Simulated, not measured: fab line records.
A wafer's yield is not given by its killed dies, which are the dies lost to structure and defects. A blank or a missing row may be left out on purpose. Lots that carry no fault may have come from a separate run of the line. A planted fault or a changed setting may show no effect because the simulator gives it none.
Chamber matching -- flow n5_finfet -- 4 sister chambers for N5_SD_EPI_P_ETCH_16 on rie_diel-03
The step etches SiO2 in CHF3/O2, target depth 5 nm. 8 wafers are shown with their chamber, then 7 later ones without.

## EACH WAFER AND ITS CHAMBER
wafer,chamber,rf_vpp_V (V),drypump_motor_current_A (A)
L074.1,1,516,6.4
L075.4,1,515,6.5
L075.5,3,509,5.9
L090.4,2,506,5.6
L090.5,0,559,5.9
L090.6,3,508,5.9
L093.1,2,505,5.6
L093.4,0,558,5.9

## WAFERS WITH NO CHAMBER GIVEN
wafer,rf_vpp_V (V),drypump_motor_current_A (A)
L093.5,508,5.9
L094.2,508,5.9
L094.3,558,5.9
L094.4,505,5.6
L095.4,507,5.9
L095.5,505,5.6
L095.6,515,6.4

## THE CHAMBER EACH PASSED THROUGH
wafer,from the rows above,in truth
L093.5,3,3
L094.2,3,3
L094.3,0,0
L094.4,2,2
L095.4,3,3
L095.5,2,2
L095.6,1,1
Correct placement for 7 of the 7. Left unplaced by these rows: 0. Number placed wrongly: 0.
How it was worked out, from the rows above alone: a wafer's distance from a chamber is the root of the sum, over the readings, of the square of ((its reading less the chamber's mean) divided by the reading's scatter). The wafer belongs to the nearest chamber; if the next one is less than 2 further off, it can't be placed. For every chamber, the mean is computed from those of its wafers that are shown. The scatter is the square root of a quotient: the sum, over the shown wafers, of each reading's squared deviation from its chamber's mean, divided by wafers minus chambers.
